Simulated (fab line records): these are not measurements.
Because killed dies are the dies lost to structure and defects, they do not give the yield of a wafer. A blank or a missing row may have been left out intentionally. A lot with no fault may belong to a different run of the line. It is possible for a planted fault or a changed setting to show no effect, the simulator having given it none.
Problem report in the 8D (eight disciplines) form, filled by code | flow n5_finfet | the parts of the form that need people (team, actions taken, sign-off) are left out

== 1. WHAT WENT WRONG ==
Wafers without a fault read 246.6 s, standard deviation 0.39; run_length_s at N5_BEOL_M1_CVD_47 reads a mean of 441.0 s on 2 wafers belonging to 2 lots. So: +99 or more standard deviations from the usual mean.
The step: deposits Co from CCTBA/H2, target thk 3 nm, time 223.8 s.
Seen first at day 10 23:45 on cvd_co-01, wafer L117.2. The record holds 31 wafers of 11 lots with a number at this step. Rule for "out" (also "out of limits"): further than 4 standard deviations from the usual mean. Any other wafer with a number is counted as sound.

== 2. WHAT THIS IS AND IS NOT ==
question                    | is                | is not
which readings at this step | run_length_s      | -
which lots                  | L117, L120        | L106, L107, L110, L112, L115, L121, L125, L128, L129
which wafers of those lots  | L117.2, L120.2    | L117.6, L120.1
read on which tools         | cvd_co-01         | cvd_co-02
when                        | from day 10 23:45 | up to then (16 sound wafers); but 13 sound wafers of L120, L121, L125, L128, L129 came after

== 3. SUSPECTS, AND WHAT RULES EACH OUT ==
Counting: a tool at a process step up to the reading stays a suspect if it ran every lot that is out. Sound lots after the first of them don't rule it out here, since some wafers of a struck lot are sound.
- pvd_sputter-03 at N5_BEOL_M1_SURFACE_TREAT_85: kept. It ran every lot that is out, first L117 (day 10 23:39).
- cvd_co-01 at N5_BEOL_M1_CVD_47 (deposits Co from CCTBA/H2, target thk 3 nm, time 223.8 s): kept. Ran every lot that is out, first one L117 (day 10 23:45); last sound lot up to then L110 (day 7 05:57). On those wafers its own readings are out: run_length_s.
- cvd_co-01, N5_BEOL_M1_CVD_47: wafers that are out in chamber 1, sound lot-mates in chambers 0, 2.
Left after counting: pvd_sputter-03 at N5_BEOL_M1_SURFACE_TREAT_85, cvd_co-01 at N5_BEOL_M1_CVD_47.

== 4. THE CAUSE (what the simulator had put in) ==
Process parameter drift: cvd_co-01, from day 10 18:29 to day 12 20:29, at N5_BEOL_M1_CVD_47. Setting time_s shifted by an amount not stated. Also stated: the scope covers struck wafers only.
Counting left 2 suspects, and this tool is among them.

== 5. THE EFFECT CHAIN, in route order ==
Each row: a reading whose mean over the struck wafers that have a number lies more than 3 standard deviations from the usual. Readings are gone through only where the record gives a usual standard deviation; hours: the median, over the lots, of the time from a lot's start at the first step in this table giving one to that lot's start at this step; sigmas: the change measured in usual standard deviations.
hours | step              | reading      | usual   | on struck wafers | change | sigmas
0     | N5_BEOL_M1_CVD_47 | run_length_s | 246.6 s | 441.0            | +194.4 | +99 or more
Process steps it contains:
- N5_BEOL_M1_CVD_47: deposits Co from CCTBA/H2, target thk 3 nm, time 223.8 s.
Later steps that measure or inspect, where all struck wafers having a row at the step show a number for every such reading and not one has moved that far: N5_BEOL_M4_RC_MEAS_101.

== 6. HOW IT WOULD HAVE BEEN CAUGHT EARLIER ==
5 hours passed between the start of the fault at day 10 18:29 and the first reading out of limits in this record, taken at day 10 23:45.
